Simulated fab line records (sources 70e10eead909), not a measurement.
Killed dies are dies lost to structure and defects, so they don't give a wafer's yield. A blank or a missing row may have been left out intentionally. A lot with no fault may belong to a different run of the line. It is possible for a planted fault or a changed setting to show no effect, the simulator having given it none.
Chamber matching    flow nandHarc    rieDiel-02 running NHARC_A_STAIRCASE_DESCUM_312: 4 sister chambers
The step chemistry O2, time 3 s. 8 wafers are shown with their chamber, then 8 later ones without.

## WAFERS, EACH WITH ITS CHAMBER
wafer   chamber  drypumpMotorCurrentA (A)  showerheadPlenumPTorr (Torr)
L952.1  3        5.68                      1.93
L957.4  2        5.83                      1.79
L957.6  1        5.97                      1.88
L958.2  1        6.01                      1.88
L960.1  2        5.84                      1.79
L960.4  0        5.09                      2.07
L960.5  3        5.69                      1.92
L959.3  0        5.08                      2.07

## WAFERS WHOSE CHAMBER IS MISSING
wafer   drypumpMotorCurrentA (A)  showerheadPlenumPTorr (Torr)
L959.4  5.87                      1.79
L959.5  5.09                      2.07
L961.1  5.83                      1.79
L961.2  5.65                      1.92
L961.5  6.01                      1.88
L965.1  5.09                      2.07
L965.5  6.01                      1.88
L965.6  5.09                      2.07

## THE CHAMBER EACH PASSED THROUGH
wafer   from the rows above  in truth
L959.4  2                    2
L959.5  0                    0
L961.1  2                    2
L961.2  3                    3
L961.5  1                    1
L965.1  0                    0
L965.5  1                    1
L965.6  0                    0
8 of 8 placed correctly. Left unplaced by these rows: 0. 0 placed wrongly.
How it was worked out, from the rows above alone: a wafer's distance from a chamber is the root of the sum, over the readings, of the square of ((its reading less the chamber's mean) divided by the reading's scatter). If the next closest chamber is less than 2 further off than the closest, the wafer can't be placed; otherwise it belongs to the closest. A chamber's mean is the mean of its shown wafers. How the scatter is found: for the shown wafers, subtract from each reading the mean of its chamber, square and add these, divide the total by (wafers less chambers), then take the root.
